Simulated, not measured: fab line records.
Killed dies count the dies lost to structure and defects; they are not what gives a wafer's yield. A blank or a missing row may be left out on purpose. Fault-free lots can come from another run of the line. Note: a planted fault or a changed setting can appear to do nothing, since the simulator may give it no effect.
Chamber matching    flow n5-finfet    rie-diel-03 running N5_BEOL_M9_STRIP_67: 4 sister chambers
The step strips in CF4. 8 wafers are shown with their chamber, then 12 later ones without.

## WAFERS, EACH WITH ITS CHAMBER
wafer   chamber  showerhead-plenum-p-Torr (Torr)  rf-vpp-V (V)
L085.4  1        1.84                             274.3
L086.1  2        1.85                             272.7
L086.4  2        1.85                             272.2
L087.2  3        1.67                             268.8
L087.5  1        1.84                             273.5
L090.1  3        1.66                             267.6
L090.3  0        1.84                             272.5
L090.6  0        1.84                             272.2

## WAFERS WITH NO CHAMBER GIVEN
wafer   showerhead-plenum-p-Torr (Torr)  rf-vpp-V (V)
L093.1  1.84                             271.4
L093.4  1.84                             274.0
L093.5  1.66                             266.9
L094.2  1.84                             272.3
L094.3  1.85                             271.1
L094.4  1.84                             270.9
L095.1  1.84                             274.0
L095.3  1.66                             267.7
L095.4  1.84                             273.1
L097.1  1.66                             267.4
L097.4  1.83                             273.2
L097.5  1.83                             272.3

## THE CHAMBER EACH PASSED THROUGH
wafer    from the rows above            in truth
L093.1   can't be placed: 0 or 2        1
L093.4   1                              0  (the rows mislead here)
L093.5   3                              3
L094.2   0                              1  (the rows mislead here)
L094.3   can't be placed: 2 or 0        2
L094.4   can't be placed: 0 or 2        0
L095.1   1                              1
L095.3   3                              3
L095.4   can't be placed: 0 or 1 or 2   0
L097.1   3                              3
L097.4   can't be placed: 1 or 0        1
L097.5   can't be placed: 0 or 1        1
4 of 12 placed correctly. Not placeable from these rows: 6 (in 5, the candidates include the true chamber). Wrongly placed: 2.
How it was worked out, from the rows above alone: a wafer's distance from a chamber is the root of the sum, over the readings, of the square of ((its reading less the chamber's mean) divided by the reading's scatter). The wafer belongs to the nearest chamber; if the next one is less than 2 further off, it can't be placed. A chamber's mean is the mean of its shown wafers. How the scatter is found: for the shown wafers, subtract from each reading the mean of its chamber, square and add these, divide the total by (wafers less chambers), then take the root.
